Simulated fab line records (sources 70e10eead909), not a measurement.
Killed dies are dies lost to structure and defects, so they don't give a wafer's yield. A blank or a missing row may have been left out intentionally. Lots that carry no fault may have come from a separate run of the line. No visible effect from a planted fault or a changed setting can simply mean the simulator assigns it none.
fab line records | flow nand_harc
record lots=13 | wafers=38 | last_day=25
route steps=1159 shown A_STAIRCASE@532
lots with no fault: from the same line, run without faults
start_h: the number of hours between the record's first day and the start of the first shown wafer of the lot | wait_h: time in hours since the lot's previous step | " the same as in the row above | L1.1+2: a single row standing in for several wafers | - no value present, or no start provided | * or withheld: withheld | < > ~ a bound
route shown NAME@n: a module of which the file shows steps, and the number in the route of the first | usual: mean and standard deviation over wafers with no fault | same: alike in all rows | chamber/n: place in a boat | sites: the reading at each site | _std_site: how widely they spread, as a standard deviation | _edge_site: outer sites' mean less inner sites' | radius_mm: for every site, how far away it sits from the centre of the wafer | mask NAME#n: copy n | behind: tool/chamber where the wafer was last shaped | hold: why the lot went on hold/how many hours it stayed there/how the hold came to an end | device: which transistor (n, p or np) failed to switch | end of line: the route-end tests of the same wafers | a step with no rows: only its recipe | killed: the dies lost at the first sort to structure and to defects; this is not the yield of the wafer | map: the dies of a wafer, with x for killed, . for not killed, _ for no die there
set.NAME: the setting that was run; set.NAME@STEP: the one run at that earlier step | model.NAME: the simulator's own value behind a step, which no gauge read
route steps across a sampled set of lots; one table per step, one row per wafer
services: when a tool's chamber went out of use (start_h, in hours from the record's first day, below 0 if earlier), for how many hours, and the reason
## steps
# step NHARC_A_STAIRCASE_ETCH_170
# recipe target_depth_a=2000 | time_s=66.667 | ion_energy_ev=250 | c4f6_flow_sccm=25 | o2_flow_sccm=20 | ar_flow_sccm=500 | rf_w=600 | bias_w=500 | chemistry=C4F6/O2
# usual drypump_motor_current_A=5.8/0.45 | oes_product_au=0.969/0.017 | rf_vpp_V=547/4.2 | showerhead_plenum_p_Torr=3.94/0.2 | throttle_valve_pct=26.903/0.0092
lot.wafer | tool        | chamber | start_h | wait_h | drypump_motor_current_A | oes_product_au | rf_hours_counter_h | rf_vpp_V | showerhead_plenum_p_Torr | throttle_valve_pct
L804.2    | rie_diel-13 | 2       | -       | -      | 6.0                     | 0.952          | 50                 | 542      | 3.66                     | 26.900
L804.6    | "           | 2       | "       | "      | 6.0                     | 0.945          | -                  | 541      | 3.65                     | 26.895
L804.5    | "           | 3       | "       | "      | 6.2                     | 0.939          | -                  | 542      | 3.71                     | 26.900
L805.3    | rie_diel-13 | 0       | -       | -      | 4.7                     | 0.985          | 51                 | 554      | 4.13                     | 26.884
L805.2    | "           | 1       | "       | "      | 6.2                     | 0.974          | 46                 | 550      | 4.07                     | 26.913
L805.5    | "           | 1       | "       | "      | 6.2                     | 0.988          | -                  | 550      | 4.07                     | 26.910
L806.4    | rie_diel-12 | 3       | -       | -      | 6.2                     | 0.981          | 16                 | 550      | 4.10                     | 26.895
L806.2    | "           | 1       | "       | "      | 5.8                     | 0.987          | 13                 | 542      | 3.72                     | 26.913
L806.6    | "           | 2       | "       | "      | 5.6                     | 0.992          | -                  | 545      | 3.90                     | 26.908
L803.3    | rie_diel-13 | 1       | -       | -      | 6.2                     | 0.955          | 46                 | 548      | 4.06                     | 26.894
L803.2    | "           | 2       | "       | "      | 6.0                     | 0.954          | 52                 | 540      | 3.65                     | 26.895
L803.4    | "           | 0       | "       | "      | 4.8                     | 0.972          | 51                 | 550      | 4.13                     | 26.898
L807.4    | rie_diel-01 | 1       | -       | -      | 6.1                     | 0.958          | 41                 | 549      | 4.08                     | 26.892
L807.2    | "           | 2       | "       | "      | 5.7                     | 0.965          | 42                 | 543      | 3.72                     | 26.919
L807.3    | "           | 3       | "       | "      | 5.6                     | 0.962          | 41                 | 553      | 4.20                     | 26.900
L810.1    | rie_diel-13 | 2       | -       | -      | 6.0                     | 0.997          | 59                 | 541      | 3.65                     | 26.904
L810.3    | "           | 1       | "       | "      | 6.2                     | 0.978          | 54                 | 550      | 4.06                     | 26.897
L810.5    | "           | 3       | "       | "      | 6.2                     | 0.971          | -                  | 543      | 3.70                     | 26.908
L813.3    | rie_diel-13 | 2       | -       | -      | 6.0                     | 0.990          | 4                  | 553      | 4.22                     | 26.899
L813.2    | "           | 0       | "       | "      | 4.7                     | 0.987          | 4                  | 550      | 4.12                     | 26.912
L813.1    | "           | 1       | "       | "      | 6.2                     | 0.987          | 3                  | 548      | 4.06                     | 26.895
L814.3    | rie_diel-01 | 3       | -       | -      | 5.6                     | 0.966          | 62                 | 552      | 4.19                     | 26.905
L814.6    | "           | 0       | "       | "      | 5.7                     | 0.954          | -                  | 542      | 3.69                     | 26.893
L817.2    | rie_diel-13 | 1       | -       | -      | 6.2                     | 0.980          | 6                  | 549      | 4.06                     | 26.902
L817.1    | "           | 2       | "       | "      | 6.0                     | 0.989          | 8                  | 553      | 4.22                     | 26.917
L817.3    | "           | 0       | "       | "      | 4.7                     | 0.957          | 7                  | 550      | 4.12                     | 26.908
L823.1    | rie_diel-12 | 0       | -       | -      | 6.2                     | 0.946          | 52                 | 547      | 3.92                     | 26.901
L823.2    | "           | 2       | "       | "      | 5.6                     | 0.940          | 39                 | 546      | 3.88                     | 26.901
L823.3    | "           | 3       | "       | "      | 6.2                     | 0.928          | 51                 | 548      | 4.08                     | 26.909
L821.3    | rie_diel-01 | 2       | -       | -      | 5.7                     | 0.964          | 11                 | 542      | 3.70                     | 26.898
L821.6    | "           | 2       | "       | "      | 5.7                     | 0.969          | -                  | 541      | 3.70                     | 26.895
L821.5    | "           | 3       | "       | "      | 5.5                     | 0.964          | -                  | 553      | 4.18                     | 26.903
L822.3    | rie_diel-13 | 0       | -       | -      | 4.7                     | 0.969          | 27                 | 550      | 4.11                     | 26.904
L822.2    | "           | 1       | "       | "      | 6.2                     | 0.983          | 28                 | 551      | 4.04                     | 26.921
L822.6    | "           | 1       | "       | "      | 6.2                     | 0.977          | -                  | 549      | 4.04                     | 26.904
L826.2    | rie_diel-13 | 1       | -       | -      | 6.2                     | 0.977          | 33                 | 549      | 4.04                     | 26.906
L826.3    | "           | 0       | "       | "      | 4.7                     | 0.975          | 32                 | 550      | 4.10                     | 26.899
L826.6    | "           | 1       | "       | "      | 6.2                     | 0.971          | -                  | 549      | 4.04                     | 26.909
# step NHARC_A_STAIRCASE_DESCUM_11
# recipe time_s=3 | o2_flow_sccm=200 | ar_flow_sccm=0 | bias_power_w=0 | chemistry=O2
# usual drypump_motor_current_A=5.8/0.37 | oes_product_au=1.001/0.0069 | rf_vpp_V=57.8/0.99 | showerhead_plenum_p_Torr=1.92/0.11 | throttle_valve_pct=11.311/0.0089
lot.wafer | tool        | chamber | start_h | wait_h | drypump_motor_current_A | oes_product_au | rf_hours_counter_h | rf_vpp_V | showerhead_plenum_p_Torr | throttle_valve_pct
L804.2    | rie_diel-13 | 1       | 248.61  | -      | 6.2                     | 0.988          | 44                 | 58.6     | 1.99                     | 11.310
L804.6    | "           | 3       | "       | "      | 6.1                     | 1.000          | -                  | 56.0     | 1.80                     | 11.317
L804.5    | "           | 0       | "       | "      | 4.7                     | 1.004          | -                  | 57.9     | 2.03                     | 11.303
L805.3    | rie_diel-12 | 1       | 255.68  | -      | 5.8                     | 0.992          | 14                 | 56.8     | 1.80                     | 11.303
L805.2    | "           | 2       | "       | "      | 5.6                     | 0.995          | 14                 | 59.0     | 1.90                     | 11.308
L805.5    | "           | 1       | "       | "      | 5.8                     | 0.992          | -                  | 57.0     | 1.80                     | 11.313
L806.4    | rie_diel-01 | 2       | 255.85  | -      | 5.7                     | 1.007          | 41                 | 57.0     | 1.80                     | 11.321
L806.2    | "           | 0       | "       | "      | 5.7                     | 1.004          | 39                 | 56.9     | 1.79                     | 11.309
L806.6    | "           | 2       | "       | "      | 5.7                     | 1.001          | -                  | 57.7     | 1.80                     | 11.327
L803.4    | rie_diel-01 | 3       | 256.02  | -      | 5.6                     | 0.995          | 40                 | 57.1     | 2.06                     | 11.306
L803.3    | "           | 1       | "       | "      | 6.1                     | 1.004          | 40                 | 57.1     | 2.00                     | 11.325
L803.2    | "           | 2       | "       | "      | 5.7                     | 0.999          | 41                 | 55.6     | 1.80                     | 11.304
L807.4    | rie_diel-12 | 3       | 258.99  | -      | 6.2                     | 1.008          | 18                 | 57.6     | 2.01                     | 11.315
L807.2    | "           | 0       | "       | "      | 6.1                     | 1.004          | 18                 | 58.3     | 1.92                     | 11.310
L807.3    | "           | 1       | "       | "      | 5.8                     | 1.002          | 16                 | 57.9     | 1.80                     | 11.314
L810.3    | rie_diel-01 | 2       | 274.92  | -      | 5.7                     | 0.991          | 51                 | 57.0     | 1.80                     | 11.326
L810.1    | "           | 3       | "       | "      | 5.6                     | 0.989          | 50                 | 58.4     | 2.06                     | 11.298
L810.5    | "           | 1       | "       | "      | 6.1                     | 0.998          | -                  | 56.8     | 2.00                     | 11.306
L813.1    | rie_diel-01 | 1       | 297.17  | -      | 6.1                     | 0.997          | 57                 | 56.6     | 1.99                     | 11.317
L813.3    | "           | 2       | "       | "      | 5.7                     | 1.002          | 59                 | 58.1     | 1.80                     | 11.307
L813.2    | "           | 3       | "       | "      | 5.6                     | 0.990          | 59                 | 58.2     | 2.06                     | 11.296
L814.3    | rie_diel-01 | 0       | 309.41  | -      | 5.7                     | 0.999          | 60                 | 57.2     | 1.79                     | 11.321
L814.6    | "           | 1       | "       | "      | 6.1                     | 1.005          | -                  | 58.2     | 1.99                     | 11.324
L817.3    | rie_diel-13 | 2       | 316.47  | -      | 6.0                     | 1.004          | 10                 | 58.0     | 2.07                     | 11.307
L817.2    | "           | 3       | "       | "      | 6.1                     | 0.997          | 9                  | 57.4     | 1.79                     | 11.302
L817.1    | "           | 0       | "       | "      | 4.7                     | 1.004          | 8                  | 58.9     | 2.02                     | 11.310
L823.2    | rie_diel-13 | 0       | 350.54  | -      | 4.7                     | 0.994          | 24                 | 59.5     | 2.01                     | 11.318
L823.1    | "           | 1       | "       | "      | 6.2                     | 0.997          | 25                 | 59.1     | 1.98                     | 11.308
L823.3    | "           | 3       | "       | "      | 6.1                     | 0.993          | 26                 | 59.2     | 1.79                     | 11.308
L821.3    | rie_diel-13 | 0       | 351.06  | -      | 4.7                     | 1.007          | 24                 | 58.8     | 2.01                     | 11.326
L821.6    | "           | 2       | "       | "      | 6.0                     | 1.005          | -                  | 57.0     | 2.07                     | 11.320
L821.5    | "           | 3       | "       | "      | 6.2                     | 0.995          | -                  | 56.8     | 1.79                     | 11.316
L822.2    | rie_diel-12 | 0       | 359.18  | -      | 6.1                     | 1.004          | 54                 | 58.0     | 1.91                     | 11.310
L822.3    | "           | 2       | "       | "      | 5.6                     | 0.985          | 42                 | 57.9     | 1.89                     | 11.313
L822.6    | "           | 0       | "       | "      | 6.1                     | 0.992          | -                  | 57.7     | 1.91                     | 11.309
L826.3    | rie_diel-01 | 1       | 371.90  | -      | 6.1                     | 0.999          | 18                 | 58.2     | 1.99                     | 11.298
L826.2    | "           | 3       | "       | "      | 5.6                     | 1.006          | 20                 | 56.9     | 2.05                     | 11.308
L826.6    | "           | 2       | "       | "      | 5.7                     | 0.997          | -                  | 57.9     | 1.79                     | 11.306
# step NHARC_A_STAIRCASE_TRIM_18
# recipe time_s=211.2 | o2_flow_sccm=500 | ar_flow_sccm=0 | bias_w=0 | chemistry=O2
# usual drypump_motor_current_A=5.8/0.35 | oes_product_au=0.999/0.0077 | rf_vpp_V=57.7/0.88 | showerhead_plenum_p_Torr=3.53/0.2 | throttle_valve_pct=17.035/0.0085
lot.wafer | tool        | chamber | start_h | wait_h | drypump_motor_current_A | oes_product_au | rf_hours_counter_h | rf_vpp_V | showerhead_plenum_p_Torr | throttle_valve_pct
L804.2    | rie_diel-13 | 3       | -       | -      | 6.2                     | 0.991          | 48                 | 58.0     | 3.33                     | 17.039
L804.5    | "           | 3       | "       | "      | 6.1                     | 1.001          | -                  | 56.9     | 3.33                     | 17.022
L804.6    | "           | 0       | "       | "      | 4.7                     | 1.005          | -                  | 58.3     | 3.72                     | 17.047
L805.3    | rie_diel-12 | 3       | -       | -      | 6.2                     | 0.998          | 17                 | 57.1     | 3.69                     | 17.032
L805.2    | "           | 1       | "       | "      | 5.8                     | 1.000          | 14                 | 58.4     | 3.34                     | 17.043
L805.5    | "           | 3       | "       | "      | 6.2                     | 0.998          | -                  | 57.9     | 3.69                     | 17.029
L806.2    | rie_diel-01 | 0       | -       | -      | 5.7                     | 1.003          | 39                 | 57.6     | 3.32                     | 17.027
L806.4    | "           | 1       | "       | "      | 6.1                     | 0.985          | 40                 | 57.0     | 3.67                     | 17.036
L806.6    | "           | 3       | "       | "      | 5.5                     | 0.994          | -                  | 57.5     | 3.78                     | 17.029
L803.2    | rie_diel-01 | 3       | -       | -      | 5.6                     | 1.006          | 41                 | 57.8     | 3.78                     | 17.025
L803.3    | "           | 1       | "       | "      | 6.1                     | 0.999          | 40                 | 56.1     | 3.68                     | 17.035
L803.4    | "           | 2       | "       | "      | 5.7                     | 0.993          | 42                 | 58.2     | 3.34                     | 17.028
L807.4    | rie_diel-12 | 1       | -       | -      | 5.8                     | 1.007          | 17                 | 58.3     | 3.34                     | 17.025
L807.2    | "           | 3       | "       | "      | 6.2                     | 1.000          | 19                 | 57.5     | 3.69                     | 17.045
L807.3    | "           | 0       | "       | "      | 6.1                     | 1.002          | 19                 | 56.8     | 3.55                     | 17.030
L810.3    | rie_diel-01 | 1       | -       | -      | 6.1                     | 1.000          | 48                 | 57.3     | 3.67                     | 17.031
L810.1    | "           | 3       | "       | "      | 5.6                     | 1.001          | 51                 | 57.4     | 3.78                     | 17.023
L810.5    | "           | 1       | "       | "      | 6.1                     | 1.009          | -                  | 58.1     | 3.67                     | 17.039
L813.2    | rie_diel-01 | 3       | -       | -      | 5.6                     | 0.989          | 59                 | 57.3     | 3.77                     | 17.044
L813.3    | "           | 0       | "       | "      | 5.7                     | 1.012          | 57                 | 57.5     | 3.31                     | 17.030
L813.1    | "           | 2       | "       | "      | 5.7                     | 1.005          | 59                 | 58.1     | 3.33                     | 17.044
L814.3    | rie_diel-01 | 2       | -       | -      | 5.7                     | 0.994          | 63                 | 58.6     | 3.33                     | 17.038
L814.6    | "           | 0       | "       | "      | 5.7                     | 1.014          | -                  | 57.1     | 3.31                     | 17.040
L817.3    | rie_diel-13 | 2       | -       | -      | 6.0                     | 1.004          | 11                 | 57.1     | 3.80                     | 17.013
L817.2    | "           | 3       | "       | "      | 6.2                     | 0.999          | 11                 | 58.1     | 3.32                     | 17.051
L817.1    | "           | 1       | "       | "      | 6.2                     | 1.002          | 9                  | 57.3     | 3.65                     | 17.031
L823.1    | rie_diel-13 | 1       | -       | -      | 6.2                     | 1.012          | 25                 | 57.5     | 3.64                     | 17.035
L823.2    | "           | 2       | "       | "      | 6.0                     | 1.000          | 27                 | 57.4     | 3.79                     | 17.046
L823.3    | "           | 3       | "       | "      | 6.1                     | 0.994          | 26                 | 58.0     | 3.31                     | 17.028
L821.3    | rie_diel-13 | 2       | -       | -      | 6.0                     | 1.016          | 28                 | 57.1     | 3.79                     | 17.046
L821.5    | "           | 0       | "       | "      | 4.7                     | 1.006          | -                  | 57.6     | 3.70                     | 17.045
L821.6    | "           | 1       | "       | "      | 6.2                     | 1.010          | -                  | 58.1     | 3.64                     | 17.043
L822.3    | rie_diel-12 | 3       | -       | -      | 6.2                     | 0.985          | 55                 | 59.3     | 3.67                     | 17.027
L822.2    | "           | 0       | "       | "      | 6.1                     | 0.993          | 56                 | 58.0     | 3.52                     | 17.034
L822.6    | "           | 1       | "       | "      | 5.8                     | 0.998          | -                  | 56.2     | 3.32                     | 17.037
L826.3    | rie_diel-01 | 0       | -       | -      | 5.7                     | 0.999          | 18                 | 57.1     | 3.30                     | 17.040
L826.2    | "           | 2       | "       | "      | 5.7                     | 0.986          | 20                 | 56.2     | 3.31                     | 17.029
L826.6    | "           | 0       | "       | "      | 5.7                     | 0.997          | -                  | 57.6     | 3.30                     | 17.032
# step NHARC_A_STAIRCASE_ETCH_19
# recipe target_depth_a=1000 | time_s=40.5 | ion_energy_ev=400 | c4f8_flow_sccm=20 | o2_flow_sccm=10 | ar_flow_sccm=withheld | rf_w=600 | bias_w=1000 | chemistry=C4F8/O2
# usual oes_product_au=0.941/0.0098 | rf_vpp_V=896/7.1
lot.wafer | tool        | chamber | start_h | wait_h | oes_product_au | rf_hours_counter_h | rf_vpp_V
L804.2    | rie_diel-13 | 0       | 249.96  | -      | 0.944          | 50                 | 904
L804.5    | "           | 2       | "       | "      | 0.949          | -                  | 887
L804.6    | "           | 3       | "       | "      | 0.942          | -                  | 888
L805.3    | rie_diel-12 | 3       | 256.62  | -      | 0.944          | 17                 | 901
L805.2    | "           | 0       | "       | "      | 0.937          | 16                 | 897
L805.5    | "           | 3       | "       | "      | 0.939          | -                  | 901
L806.4    | rie_diel-01 | 1       | 256.89  | -      | 0.950          | 40                 | 901
L806.2    | "           | 0       | "       | "      | 0.947          | 39                 | 887
L806.6    | "           | 1       | "       | "      | 0.946          | -                  | 901
L803.4    | rie_diel-01 | 3       | 257.21  | -      | 0.926          | 41                 | 906
L803.3    | "           | 0       | "       | "      | 0.933          | 40                 | 890
L803.2    | "           | 1       | "       | "      | 0.955          | 41                 | 902
L807.4    | rie_diel-12 | 1       | 260.87  | -      | 0.935          | 17                 | 888
L807.2    | "           | 2       | "       | "      | 0.932          | 17                 | 894
L807.3    | "           | 0       | "       | "      | 0.943          | 19                 | 895
L810.3    | rie_diel-01 | 1       | 275.92  | -      | 0.805          | 48                 | 902
L810.1    | "           | 2       | "       | "      | 0.936          | 52                 | 888
L810.5    | "           | 0       | "       | "      | 0.949          | -                  | 889
L813.3    | rie_diel-01 | 3       | 298.11  | -      | 0.797          | 59                 | 905
L813.2    | "           | 0       | "       | "      | 0.943          | 57                 | 887
L813.1    | "           | 1       | "       | "      | 0.954          | 57                 | 902
L814.3    | rie_diel-01 | 0       | 310.43  | -      | 0.794          | 61                 | 889
L814.6    | "           | 1       | "       | "      | 0.947          | -                  | 900
L817.1    | rie_diel-13 | 2       | 317.99  | -      | 0.944          | 11                 | 906
L817.2    | "           | 3       | "       | "      | 0.914          | 11                 | 887
L817.3    | "           | 0       | "       | "      | 0.936          | 9                  | 904
L823.1    | rie_diel-13 | 0       | 351.53  | -      | 0.948          | 24                 | 901
L823.3    | "           | 1       | "       | "      | 0.932          | 25                 | 899
L823.2    | "           | 3       | "       | "      | 0.944          | 26                 | 887
L821.3    | rie_diel-13 | 3       | 352.07  | -      | 0.949          | 27                 | 888
L821.5    | "           | 0       | "       | "      | 0.951          | -                  | 902
L821.6    | "           | 1       | "       | "      | 0.944          | -                  | 900
L822.3    | rie_diel-12 | 2       | 360.69  | -      | 0.933          | 43                 | 895
L822.2    | "           | 3       | "       | "      | 0.940          | 55                 | 901
L822.6    | "           | 0       | "       | "      | 0.938          | -                  | 895
L826.3    | rie_diel-01 | 0       | 373.29  | -      | 0.931          | 18                 | 888
L826.2    | "           | 1       | "       | "      | 0.942          | 18                 | 900
L826.6    | "           | 0       | "       | "      | 0.933          | -                  | 886
## services
tool        | chamber | start_h | hours | kind
rie_diel-13 | 0       | 231.55  | -     | clean
rie_diel-13 | 1       | 231.55  | -     | clean
rie_diel-13 | 2       | 231.55  | -     | clean
rie_diel-13 | 3       | 231.55  | -     | clean
rie_diel-13 | 0       | 256.05  | -     | clean
rie_diel-13 | 1       | 256.05  | -     | clean
rie_diel-13 | 2       | 256.05  | -     | clean
rie_diel-13 | 3       | 256.05  | -     | clean
rie_diel-13 | -       | 276.21  | 9.0   | pm
rie_diel-13 | 0       | 276.21  | 9.0   | vent_cycle
rie_diel-13 | 1       | 276.21  | 9.0   | vent_cycle
rie_diel-13 | 2       | 276.21  | 9.0   | vent_cycle
rie_diel-13 | 3       | 276.21  | 9.0   | vent_cycle
rie_diel-13 | 0       | 285.21  | -     | clean
rie_diel-13 | 1       | 285.21  | -     | clean
rie_diel-13 | 2       | 285.21  | -     | clean
rie_diel-13 | 2       | 285.21  | -     | consumable_replace:showerhead
rie_diel-13 | 3       | 285.21  | -     | clean
rie_diel-13 | 0       | 309.74  | -     | clean
rie_diel-13 | 1       | 309.74  | -     | clean
rie_diel-13 | 2       | 309.74  | -     | clean
rie_diel-12 | 2       | 310.57  | 12.3  | repair
rie_diel-01 | -       | 316.05  | 0.7   | repair
rie_diel-13 | 3       | 371.96  | 3.1   | repair
## key
first_sign step=NHARC_A_STAIRCASE_ETCH_19 | reading=oes_product_au | direction=down | sigmas=15 | usual=0.941 | struck=0.799
effect none on later readings
met_at NHARC_A_STAIRCASE_ETCH_19
struck_lots L810,L813,L814
struck_wafers L810.3,L813.3,L814.3
later_rows_left_out L813.3,L814.3
sort_left_out L810.3,L813.3,L814.3
tester_left_out L810,L813,L814
not_acting_at NHARC_A_STAIRCASE_ETCH_170,NHARC_A_STAIRCASE_DESCUM_11,NHARC_A_STAIRCASE_TRIM_18
onset_between 257.21 275.92
fault kind=process_parameter_drift | tool=rie_diel-01 | chamber=- | onset_h=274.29 | steps=NHARC_A_STAIRCASE_ETCH_19 | channel=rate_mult | offset=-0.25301 | shape=step | end_h=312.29 | scope=struck_wafers_only
# tester_left_out: of these lots the tester's yield and bins aren't shown, on N5 and GAA mostly nor the transistor test; their killed dies are dies lost to structure and defects alone, not to doping, threshold or leakage, so they don't give the yield
# sort_left_out: the simulated sort isn't trusted on such a fault, so these wafers' sort isn't shown, and their yield isn't known
# later_rows_left_out: the simulator's readings of these wafers behind a module that went badly wrong aren't trusted and aren't shown, but for the sort
